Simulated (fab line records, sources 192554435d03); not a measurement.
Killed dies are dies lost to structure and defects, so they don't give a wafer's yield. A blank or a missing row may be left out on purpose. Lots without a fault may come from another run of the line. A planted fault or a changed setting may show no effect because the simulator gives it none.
Which tool did it? | flow n5_finfet | 9 lots, 27 wafers sampled, at 6 steps of a route of 1938

WHAT THE GAUGES READ, wafer by wafer
N5_HKMG_FIN_CD_MEAS_12: target cd 92.8 nm. Usual: cd_nm 92.7 nm, standard deviation 0.5.
lot  | measured    | on        | cd_nm (nm)     | flag
L811 | day 4 15:24 | cd_sem-02 | 92.1 92.8 92.3 |
L812 | day 4 20:19 | cd_sem-02 | 93.0 93.8 93.5 |
L813 | day 5 04:44 | cd_sem-02 | 93.5 93.4 93.4 |
L814 | day 5 10:51 | cd_sem-02 | 92.6 92.9 92.8 |
L819 | day 6 12:49 | cd_sem-02 | 87.5 92.1 91.6 | OFF
L824 | day 7 21:50 | cd_sem-03 | 88.4 88.6 91.8 | OFF
L828 | day 8 21:55 | cd_sem-02 | 92.9 92.8 93.3 |
L829 | day 9 03:53 | cd_sem-02 | 92.1 93.2 93.7 |
L831 | day 9 18:38 | cd_sem-02 | 92.6 92.6 92.8 |

N5_BEOL_M4_RC_MEAS_101. Usual: DIBL_N 36.4 mV/V, standard deviation 1.4; DIBL_P 36.4 mV/V, standard deviation 1.5; IOFF_N 0.156 nA/um, standard deviation 0.022; IOFF_P 0.210 nA/um, standard deviation 0.023; ION_N 675 uA/um, standard deviation 9.1; ION_P 463 uA/um, standard deviation 5.7; SS_N 71.6 mV/dec, standard deviation 0.45; SS_P 73.3 mV/dec, standard deviation 0.56; VT_N 250 mV, standard deviation 3.1; VT_P -250.3 mV, standard deviation 2.3.
lot  | measured     | on        | DIBL_N (mV/V)  | DIBL_P (mV/V)  | IOFF_N (nA/um)    | IOFF_P (nA/um)    | ION_N (uA/um) | ION_P (uA/um) | SS_N (mV/dec)  | SS_P (mV/dec)  | VT_N (mV)   | VT_P (mV)            | flag
L811 | day 10 06:00 | prober-02 | 34.5 35.7 35.5 | 34.8 36.9 37.1 | 0.139 0.163 0.166 | 0.180 0.217 0.213 | 663 672 678   | 453 459 462   | 71.0 71.0 71.6 | 72.3 73.5 73.3 | 252 248 248 | -248.9 -248.0 -248.4 |
L812 | day 9 12:20  | prober-01 | 36.2 36.3 35.1 | 35.6 34.6 34.0 | 0.170 0.162 0.144 | 0.205 0.180 0.169 | 681 673 677   | 461 455 454   | 72.0 71.7 71.5 | 73.3 73.7 73.6 | 244 249 250 | -249.8 -252.2 -253.3 |
L813 | day 10 05:55 | prober-01 | 34.3 34.1 35.5 | 35.6 34.4 36.1 | 0.126 0.120 0.141 | 0.196 0.192 0.218 | 674 677 673   | 469 472 472   | 70.8 71.4 71.5 | 72.6 72.4 73.1 | 250 254 248 | -251.6 -249.2 -245.6 |
L814 | day 10 07:53 | prober-01 | 33.9 35.9 34.0 | 35.1 38.1 34.8 | 0.142 0.189 0.141 | 0.200 0.241 0.192 | 676 688 663   | 467 465 462   | 71.2 72.3 70.7 | 72.2 73.4 72.0 | 248 245 251 | -251.3 -246.9 -251.6 |
L819 | day 11 17:06 | prober-02 | 37.6 38.0 37.2 | 37.8 38.8 37.7 | 0.163 0.179 0.159 | 0.190 0.210 0.185 | 677 678 670   | 453 461 452   | 72.0 72.1 71.9 | 73.5 73.9 73.5 | 249 250 249 | -252.8 -250.8 -255.0 |
L824 | day 12 16:17 | prober-01 | 36.2 37.6 37.3 | 33.8 36.6 36.0 | 0.155 0.175 0.173 | 0.191 0.228 0.223 | 677 684 687   | 456 468 465   | 71.6 71.5 71.4 | 72.4 73.7 73.1 | 248 249 248 | -249.8 -247.9 -247.1 |
L828 | day 13 23:07 | prober-02 | 34.7 34.6 33.9 | 36.0 35.4 34.7 | 0.134 0.130 0.116 | 0.192 0.187 0.168 | 678 661 665   | 465 459 456   | 71.1 71.7 71.0 | 72.3 72.1 72.4 | 252 251 254 | -251.0 -251.1 -252.2 |
L829 | day 14 03:29 | prober-02 | 35.8 34.8 35.5 | 35.7 34.3 35.9 | 0.152 0.131 0.142 | 0.211 0.188 0.224 | 673 672 673   | 468 465 467   | 71.3 71.2 71.6 | 73.6 73.3 73.2 | 252 251 252 | -248.7 -250.2 -248.7 |
L831 | day 14 15:42 | prober-02 | 37.2 36.8 35.9 | 38.6 37.0 35.9 | 0.187 0.166 0.152 | 0.259 0.228 0.212 | 685 671 675   | 477 465 467   | 72.3 72.1 71.6 | 73.5 74.1 73.8 | 246 248 249 | -249.3 -249.0 -250.1 |

WHICH TOOL RAN EACH LOT (tool, then ch and the chambers of the sampled wafers, then the start)
lot  | N5_HKMG_FIN_ETCH_55               | N5_HKMG_FIN_ETCH_58               | N5_HKMG_FIN_PEB_10               | N5_HKMG_FIN_ETCH_32
L811 | rie_diel-02 ch 0,3, day 4 12:17   | rie_diel-02 ch 0,3, day 4 12:29   | litho_track-05 ch 0, day 4 15:20 | rie_diel-05 ch 1,3, day 4 15:35
L812 | rie_diel-03 ch 0,3, day 4 17:11   | rie_diel-03 ch 0,3, day 4 17:24   | litho_track-05 ch 0, day 4 20:14 | rie_diel-05 ch 1,3, day 4 20:29
L813 | rie_diel-05 ch 1,2,3, day 5 01:32 | rie_diel-05 ch 1,2,3, day 5 01:45 | litho_track-02 ch 0, day 5 04:40 | rie_diel-02 ch 0,1,3, day 5 04:55
L814 | rie_diel-02 ch 0,2,3, day 5 07:47 | rie_diel-02 ch 0,2,3, day 5 07:59 | litho_track-04 ch 0, day 5 10:47 | rie_diel-05 ch 0,2,3, day 5 11:02
L819 | rie_diel-03 ch 0,2, day 6 09:43   | rie_diel-03 ch 0,2, day 6 09:56   | litho_track-05 ch 0, day 6 12:45 | rie_diel-05 ch 1,3, day 6 13:00
L824 | rie_diel-02 ch 0,1,2, day 7 18:39 | rie_diel-02 ch 0,1,2, day 7 18:52 | litho_track-05 ch 0, day 7 21:46 | rie_diel-05 ch 0,1,2, day 7 22:02
L828 | rie_diel-03 ch 0,1,3, day 8 18:43 | rie_diel-03 ch 0,1,3, day 8 18:55 | litho_track-02 ch 0, day 8 21:51 | rie_diel-03 ch 1,2,3, day 8 22:06
L829 | rie_diel-05 ch 0,2, day 9 00:42   | rie_diel-05 ch 0,2, day 9 00:55   | litho_track-02 ch 0, day 9 03:49 | rie_diel-03 ch 0,1, day 9 04:04
L831 | rie_diel-05 ch 0,2,3, day 9 15:26 | rie_diel-05 ch 0,2,3, day 9 15:38 | litho_track-02 ch 0, day 9 18:34 | rie_diel-03 ch 1,2,3, day 9 18:49
- N5_HKMG_FIN_ETCH_55: etches SOC in N2/H2, target depth 240 nm, time 300 s.
- N5_HKMG_FIN_ETCH_58: etches SOC in N2/H2, target depth 215.8 nm, time 741 s.
- N5_HKMG_FIN_PEB_10: peb time 60 s.
- N5_HKMG_FIN_ETCH_32: etches SOC in N2/H2, target depth 240 nm, time 300 s.

WHAT THE TOOLS THEMSELVES READ (means of the sampled wafers that have a number; where no wafer has one, the mark that the record gives instead)
N5_HKMG_FIN_ETCH_55. Usual: drypump_motor_current_A 6.0 A, standard deviation 0.52; oes_product_au 0.79 a.u., standard deviation 0.08; rf_vpp_V 525.5 V, standard deviation 2.4; showerhead_plenum_p_Torr 2.60 Torr, standard deviation 0.087; throttle_valve_pct 17.81 %, standard deviation 0.23.
lot  | tool        | drypump_motor_current_A (A) | oes_product_au (a.u.) | rf_vpp_V (V) | showerhead_plenum_p_Torr (Torr) | throttle_valve_pct (%) | flag
L811 | rie_diel-02 | 5.9                         | 0.83                  | 527.7        | 2.68                            | 17.90                  |
L812 | rie_diel-03 | 6.3                         | 0.73                  | 525.3        | 2.59                            | 17.84                  |
L813 | rie_diel-05 | 5.7                         | 0.80                  | 524.8        | 2.58                            | 17.63                  |
L814 | rie_diel-02 | 6.0                         | 0.77                  | 524.9        | 2.58                            | 17.96                  |
L819 | rie_diel-03 | 6.0                         | 0.85                  | 527.4        | 2.68                            | 17.98                  |
L824 | rie_diel-02 | 5.7                         | 0.77                  | 523.2        | 2.51                            | 17.93                  |
L828 | rie_diel-03 | 6.4                         | 0.81                  | 525.6        | 2.59                            | 17.64                  |
L829 | rie_diel-05 | 5.8                         | 0.72                  | 526.5        | 2.63                            | 17.79                  |
L831 | rie_diel-05 | 6.0                         | 0.72                  | 525.7        | 2.63                            | 17.90                  |

N5_HKMG_FIN_ETCH_58. Usual: drypump_motor_current_A 6.0 A, standard deviation 0.52; oes_product_au 0.79 a.u., standard deviation 0.081; rf_vpp_V 99.5 V, standard deviation 0.98; showerhead_plenum_p_Torr 2.60 Torr, standard deviation 0.087; throttle_valve_pct 17.76 %, standard deviation 0.23.
lot  | tool        | drypump_motor_current_A (A) | oes_product_au (a.u.) | rf_vpp_V (V) | showerhead_plenum_p_Torr (Torr) | throttle_valve_pct (%) | flag
L811 | rie_diel-02 | 5.9                         | 0.82                  | 100.9        | 2.68                            | 17.86                  |
L812 | rie_diel-03 | 6.3                         | 0.74                  | 99.4         | 2.59                            | 17.80                  |
L813 | rie_diel-05 | 5.7                         | 0.80                  | 99.4         | 2.58                            | 17.59                  |
L814 | rie_diel-02 | 6.0                         | 0.77                  | 98.9         | 2.58                            | 17.91                  |
L819 | rie_diel-03 | 6.0                         | 0.85                  | 100.7        | 2.68                            | 17.93                  |
L824 | rie_diel-02 | 5.7                         | 0.78                  | 99.6         | 2.51                            | 17.89                  |
L828 | rie_diel-03 | 6.4                         | 0.82                  | 99.2         | 2.59                            | 17.58                  |
L829 | rie_diel-05 | 5.8                         | 0.71                  | 99.5         | 2.63                            | 17.75                  |
L831 | rie_diel-05 | 6.0                         | 0.72                  | 99.9         | 2.63                            | 17.86                  |

N5_HKMG_FIN_ETCH_32. Usual: drypump_motor_current_A 5.9 A, standard deviation 0.56; oes_product_au 0.79 a.u., standard deviation 0.081; rf_vpp_V 525.3 V, standard deviation 2.4; showerhead_plenum_p_Torr 2.59 Torr, standard deviation 0.086; throttle_valve_pct 17.78 %, standard deviation 0.24.
lot  | tool        | drypump_motor_current_A (A) | oes_product_au (a.u.) | rf_vpp_V (V) | showerhead_plenum_p_Torr (Torr) | throttle_valve_pct (%) | flag
L811 | rie_diel-05 | 5.4                         | 0.88                  | 524.0        | 2.54                            | 17.56                  |
L812 | rie_diel-05 | 5.9                         | 0.81                  | 525.5        | 2.59                            | 17.72                  |
L813 | rie_diel-02 | 5.7                         | 0.85                  | 525.6        | 2.61                            | 17.85                  |
L814 | rie_diel-05 | 6.0                         | 0.74                  | 526.8        | 2.65                            | 17.84                  |
L819 | rie_diel-05 | 5.4                         | 0.85                  | 523.8        | 2.53                            | 17.60                  |
L824 | rie_diel-05 | 5.5                         | 0.78                  | 524.8        | 2.59                            | 17.72                  |
L828 | rie_diel-03 | 6.2                         | 0.79                  | 526.3        | 2.63                            | 17.81                  |
L829 | rie_diel-03 | 6.6                         | 0.80                  | 525.2        | 2.63                            | 17.52                  |
L831 | rie_diel-03 | 6.2                         | 0.78                  | 526.0        | 2.63                            | 17.83                  |

THE ANSWER, worked out from the rows above alone
Rule: a lot is off if the mean of its wafers that have a number lies more than 3 standard deviations from the usual mean. A lot without any number at a reading at which 4 lots or more have one is off too. The other lots that the step has rows for count as sound. The gauges are gone through in route order, then the tools' own readings, and for those a lot's mean is taken as printed above. The first step at which some lot is off is used, and at that step the reading that is off furthest; a lot without a number counts as furthest.
Off: L819, L824, at N5_HKMG_FIN_CD_MEAS_12 (cd_nm).
A tool fits if, at a process step before that reading, it ran every lot that is off, and no sound lot after the first of them. The gauges at N5_HKMG_FIN_CD_MEAS_12 are tried like those tools. One fits: litho_track-05 at N5_HKMG_FIN_PEB_10. Its last sound lot is L812 (day 4 20:14), its first lot that is off L819 (day 6 12:45): a fault that began between those two fits.

WHAT THE SIMULATOR HAD PUT IN
Process parameter drift: litho_track-05, from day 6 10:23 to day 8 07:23, at N5_HKMG_FIN_PEB_10. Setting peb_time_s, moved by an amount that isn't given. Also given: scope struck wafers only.
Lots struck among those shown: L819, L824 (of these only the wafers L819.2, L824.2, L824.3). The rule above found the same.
